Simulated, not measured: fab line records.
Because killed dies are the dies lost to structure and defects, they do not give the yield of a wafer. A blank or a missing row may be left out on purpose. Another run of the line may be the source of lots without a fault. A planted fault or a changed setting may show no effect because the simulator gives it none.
Which tool was responsible? + flow n5_finfet + 27 wafers from 9 lots sampled at 5 of the route's 1938 steps

== WHAT THE GAUGES SHOWED, per wafer ==
N5_DUMMY_REMOVAL_INSPECT_06: inspects for defects (brightfield). Usual: raw_defect_count reads 12 (standard deviation 5.1).
| lot  | measured    | on                | raw_defect_count | flag |
|------|-------------|-------------------|------------------|------|
| L866 | day 4 09:03 | defect_inspect-02 | 9 5 19           |      |
| L868 | day 4 21:31 | defect_inspect-02 | 9 7 17           |      |
| L873 | day 6 06:13 | defect_inspect-02 | 8 18 14          |      |
| L874 | day 6 09:33 | defect_inspect-02 | 8 10 12          |      |
| L876 | day 7 04:47 | defect_inspect-02 | 9 16 14          |      |
| L877 | day 7 08:46 | defect_inspect-01 | 12 5 10          |      |
| L882 | day 8 10:32 | defect_inspect-02 | 9 6 10           |      |
| L886 | day 9 11:57 | defect_inspect-02 | 20 12 4          |      |
| L887 | day 9 15:44 | defect_inspect-01 | 9 10 10          |      |

N5_BEOL_M4_RC_MEAS_101. Usual: DIBL_N 36.5 mV/V, standard deviation 1.4; DIBL_P 36.5 mV/V, standard deviation 1.6; IOFF_N 0.163 nA/um, standard deviation 0.022; IOFF_P 0.219 nA/um, standard deviation 0.029; ION_N 675 uA/um, standard deviation 8.3; ION_P 464 uA/um, standard deviation 6.2; SS_N 71.5 mV/dec, standard deviation 0.52; SS_P 73.4 mV/dec, standard deviation 0.57; VT_N 249.7 mV, standard deviation 2.6; VT_P -250 mV, standard deviation 3.
| lot  | measured     | on        | DIBL_N (mV/V)  | DIBL_P (mV/V)  | IOFF_N (nA/um)    | IOFF_P (nA/um)    | ION_N (uA/um) | ION_P (uA/um) | SS_N (mV/dec)  | SS_P (mV/dec)  | VT_N (mV)         | VT_P (mV)      | flag |
|------|--------------|-----------|----------------|----------------|-------------------|-------------------|---------------|---------------|----------------|----------------|-------------------|----------------|------|
| L866 | day 8 15:29  | prober-01 | 37.4 34.2 36.5 | 38.1 34.8 38.0 | 0.189 0.134 0.174 | 0.216 0.174 0.213 | 673 666 676   | 455 453 461   | 72.7 71.4 72.3 | 73.7 73.3 73.4 | 247.7 251.4 250.6 | -251 -255 -251 |      |
| L868 | day 9 19:38  | prober-02 | 38.0 37.2 37.7 | 38.5 37.4 38.7 | 0.187 0.190 0.194 | 0.234 0.208 0.236 | 682 691 687   | 462 466 461   | 72.1 72.5 72.0 | 74.0 72.4 73.9 | 247.6 245.4 246.8 | -249 -251 -251 |      |
| L873 | day 11 00:24 | prober-02 | 38.6 36.2 37.8 | 37.9 34.9 37.6 | 0.185 0.140 0.179 | 0.256 0.201 0.246 | 682 674 683   | 467 464 475   | 72.0 71.2 71.0 | 74.1 73.1 73.8 | 248.0 251.5 251.6 | -250 -250 -249 |      |
| L874 | day 10 21:46 | prober-02 | 37.1 37.1 36.8 | 37.8 37.8 37.4 | 0.162 0.166 0.162 | 0.220 0.226 0.211 | 679 674 685   | 462 471 466   | 72.3 71.2 71.0 | 73.8 73.8 73.7 | 251.9 248.4 249.9 | -250 -250 -251 |      |
| L876 | day 11 08:19 | prober-02 | 35.3 36.1 35.1 | 34.8 35.7 34.3 | 0.152 0.169 0.143 | 0.225 0.241 0.211 | 682 677 679   | 475 469 467   | 71.4 71.4 71.5 | 72.7 73.3 72.6 | 248.2 247.0 249.3 | -247 -247 -250 |      |
| L877 | day 11 06:36 | prober-01 | 34.8 35.3 36.8 | 35.5 36.7 38.5 | 0.147 0.165 0.186 | 0.234 0.258 0.295 | 664 683 668   | 466 474 473   | 71.8 72.0 73.2 | 73.1 73.3 73.8 | 249.3 247.6 245.2 | -247 -245 -242 |      |
| L882 | day 12 19:00 | prober-01 | 37.9 38.4 39.1 | 38.8 39.5 39.8 | 0.177 0.187 0.197 | 0.227 0.243 0.247 | 684 682 685   | 464 465 468   | 71.6 71.8 71.8 | 73.8 74.3 74.1 | 247.7 247.3 247.4 | -250 -249 -246 |      |
| L886 | day 13 22:22 | prober-02 | 35.7 33.3 35.0 | 37.9 34.6 36.6 | 0.170 0.127 0.151 | 0.230 0.184 0.217 | 681 675 675   | 472 467 465   | 72.5 71.0 71.1 | 73.4 72.6 73.3 | 250.1 252.1 250.0 | -248 -251 -249 |      |
| L887 | day 14 04:43 | prober-02 | 36.6 37.2 34.9 | 35.7 36.7 33.8 | 0.149 0.164 0.132 | 0.218 0.243 0.196 | 661 665 667   | 460 458 467   | 71.8 72.8 71.7 | 73.4 73.9 72.7 | 251.6 250.0 254.0 | -250 -248 -251 |      |

== WHAT TOOL EACH LOT RAN ON (gives the tool, then ch and the chambers of the sampled wafers, and finally the start) ==
| lot  | N5_SDB_HM_DEP_00               | N5_SDB_HM_OPEN_20                 | N5_SDB_STRIP_22                     |
|------|--------------------------------|-----------------------------------|-------------------------------------|
| L866 | pecvd-03 ch 0,1, day 4 03:52   | rie_diel-01 ch 0,1,3, day 4 04:57 | plasma_asher-02 ch 0,1, day 4 05:04 |
| L868 | pecvd-03 ch 0,1,2, day 4 16:55 | rie_diel-01 ch 0,2,3, day 4 17:41 | plasma_asher-01 ch 0,1, day 4 17:46 |
| L873 | pecvd-04 ch 0,2, day 6 01:40   | rie_diel-05 ch 1,2, day 6 02:19   | plasma_asher-02 ch 0,1, day 6 02:23 |
| L874 | pecvd-01 ch 0,1, day 6 04:49   | rie_diel-01 ch 0,1,3, day 6 05:41 | plasma_asher-02 ch 0, day 6 05:46   |
| L876 | pecvd-01 ch 0,2, day 6 23:58   | rie_diel-02 ch 0,1, day 7 00:44   | plasma_asher-02 ch 0,1, day 7 00:52 |
| L877 | pecvd-04 ch 0,1,2, day 7 03:28 | rie_diel-02 ch 0,2,3, day 7 04:48 | plasma_asher-02 ch 0,1, day 7 04:53 |
| L882 | pecvd-01 ch 0,1, day 8 05:54   | rie_diel-02 ch 0,2, day 8 06:40   | plasma_asher-01 ch 0,1, day 8 06:47 |
| L886 | pecvd-04 ch 0,1,2, day 9 06:40 | rie_diel-02 ch 0,1,3, day 9 07:26 | plasma_asher-01 ch 0,1, day 9 07:31 |
| L887 | pecvd-04 ch 0,2, day 9 10:50   | rie_diel-02 ch 0,1,3, day 9 11:37 | plasma_asher-01 ch 0,1, day 9 11:41 |
- N5_SDB_HM_DEP_00: deposits SiNx from SiH4/NH3/N2, target thk 40 nm, time 35.3 s.
- N5_SDB_HM_OPEN_20: chemistry CH3F/O2, target SiNx, stops on poly-Si, target depth 24 nm.
- N5_SDB_STRIP_22: strips in N2/H2.

== WHAT THE TOOLS THEMSELVES READ (means of the sampled wafers that have a number; where no wafer has one, the mark that the record gives instead) ==
N5_SDB_HM_DEP_00. Usual: heater_power_w 783 W, standard deviation 83; showerhead_plenum_p_Torr 5.16 Torr, standard deviation 0.053; showerhead_vpp_V 1093 V, standard deviation 33; susceptor_temp_C 400.03 C, standard deviation 0.21; throttle_valve_pct 39.5 %, standard deviation 2.5.
| lot  | tool     | heater_power_w (W) | showerhead_plenum_p_Torr (Torr) | showerhead_vpp_V (V) | susceptor_temp_C (C) | throttle_valve_pct (%) | flag |
|------|----------|--------------------|---------------------------------|----------------------|----------------------|------------------------|------|
| L866 | pecvd-03 | 836                | 5.22                            | 1091                 | 400.21               | 39.1                   |      |
| L868 | pecvd-03 | 789                | 5.20                            | 1135                 | 400.09               | 37.6                   |      |
| L873 | pecvd-04 | 878                | 5.15                            | 1064                 | 399.97               | 41.3                   |      |
| L874 | pecvd-01 | 752                | 5.07                            | 1082                 | 400.05               | 40.2                   |      |
| L876 | pecvd-01 | 839                | 5.13                            | 1088                 | 399.91               | 41.8                   |      |
| L877 | pecvd-04 | 817                | 5.16                            | 1088                 | 399.96               | 39.5                   |      |
| L882 | pecvd-01 | 739                | 5.07                            | 1085                 | 400.35               | 40.4                   |      |
| L886 | pecvd-04 | 813                | 5.17                            | 1091                 | 400.01               | 39.7                   |      |
| L887 | pecvd-04 | 750                | 5.18                            | 1071                 | 400.14               | 39.3                   |      |

N5_SDB_HM_OPEN_20. Usual: chamber_pressure_mTorr 30.001 mTorr, standard deviation 0.027; drypump_motor_current_A 5.7 A, standard deviation 0.44; oes_product_au 0.62 a.u., standard deviation 0.052; rf_vpp_V 297.2 V, standard deviation 2.3; showerhead_plenum_p_Torr 1.97 Torr, standard deviation 0.031; throttle_valve_pct 16.41 %, standard deviation 0.24.
| lot  | tool        | chamber_pressure_mTorr (mTorr) | drypump_motor_current_A (A) | oes_product_au (a.u.) | rf_vpp_V (V) | showerhead_plenum_p_Torr (Torr) | throttle_valve_pct (%) | flag |
|------|-------------|--------------------------------|-----------------------------|-----------------------|--------------|---------------------------------|------------------------|------|
| L866 | rie_diel-01 | 29.983                         | 5.7                         | 0.68                  | 298.3        | 1.98                            | 16.24                  |      |
| L868 | rie_diel-01 | 30.010                         | 5.7                         | 0.66                  | 297.4        | 1.98                            | 16.37                  |      |
| L873 | rie_diel-05 | 30.002                         | 5.7                         | 0.60                  | 298.9        | 1.95                            | 16.41                  |      |
| L874 | rie_diel-01 | 30.008                         | 5.7                         | 0.64                  | 298.6        | 1.97                            | 16.27                  |      |
| L876 | rie_diel-02 | 30.019                         | 6.0                         | 0.62                  | 298.4        | 1.98                            | 16.21                  |      |
| L877 | rie_diel-02 | 30.010                         | 5.9                         | 0.64                  | 295.3        | 1.99                            | 16.45                  |      |
| L882 | rie_diel-02 | 29.981                         | 5.9                         | 0.62                  | 294.7        | 1.98                            | 16.64                  |      |
| L886 | rie_diel-02 | 30.001                         | 5.9                         | 0.61                  | 297.2        | 1.98                            | 16.27                  |      |
| L887 | rie_diel-02 | 30.002                         | 5.9                         | 0.61                  | 297.2        | 1.98                            | 16.28                  |      |

N5_SDB_STRIP_22. Usual: drypump_motor_current_A 5.7 A, standard deviation 0.41; heater_power_w 334 W, standard deviation 36; oes_product_au 0.715 a.u., standard deviation 0.005; strip_time_to_endpoint_s 96.2 s, standard deviation 0.33.
| lot  | tool            | drypump_motor_current_A (A) | heater_power_w (W) | oes_product_au (a.u.) | strip_time_to_endpoint_s (s) | flag |
|------|-----------------|-----------------------------|--------------------|-----------------------|------------------------------|------|
| L866 | plasma_asher-02 | 5.4                         | 306                | 0.714                 | 96.1                         |      |
| L868 | plasma_asher-01 | 5.8                         | 370                | 0.720                 | 96.7                         |      |
| L873 | plasma_asher-02 | 5.3                         | 309                | 0.717                 | 95.9                         |      |
| L874 | plasma_asher-02 | 5.4                         | 337                | 0.715                 | 96.2                         |      |
| L876 | plasma_asher-02 | 5.4                         | 326                | 0.729                 | 93.9                         | OFF  |
| L877 | plasma_asher-02 | 5.4                         | 322                | 0.729                 | 93.6                         | OFF  |
| L882 | plasma_asher-01 | 6.1                         | 342                | 0.715                 | 96.2                         |      |
| L886 | plasma_asher-01 | 6.1                         | 337                | 0.718                 | 96.1                         |      |
| L887 | plasma_asher-01 | 5.8                         | 373                | 0.715                 | 96.1                         |      |

== THE ANSWER, worked out from the rows above alone ==
Rule: a lot counts as off when the mean over its wafers that have a number is more than 3 standard deviations away from the usual mean. A lot without any number at a reading at which 4 lots or more have one is off too. Any other lot the step has rows for is counted as sound. Order of review: gauges by route order, followed by the tools' own readings, for which a lot's mean as printed above is used. At the first step where some lot is off, the reading lying furthest off is the one used; lots without a number count as furthest.
Off at N5_SDB_STRIP_22 (strip_time_to_endpoint_s): L876, L877.
A tool fits if, at that step or a process step before it, it ran every lot that is off, and no sound lot after the first of them. One candidate fits, namely plasma_asher-02 at N5_SDB_STRIP_22. Its last sound lot is L874 (day 6 05:46), its first lot that is off L876 (day 7 00:52): a fault that began between those two fits.
The tool's own readings at N5_SDB_STRIP_22 bear it out: on the lots that are off they differ by more than 5 times the standard deviation of the sound lots' means. oes_product_au reads 0.729 a.u. there against 0.716 a.u. on the sound lots; strip_time_to_endpoint_s reads 93.8 s there against 96.2 s on the sound lots.

== WHAT THE SIMULATOR PUT IN ==
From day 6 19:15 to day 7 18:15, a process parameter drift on plasma_asher-02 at N5_SDB_STRIP_22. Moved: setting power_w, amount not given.
Lots struck among those shown: L876, L877. The rule above found the same.
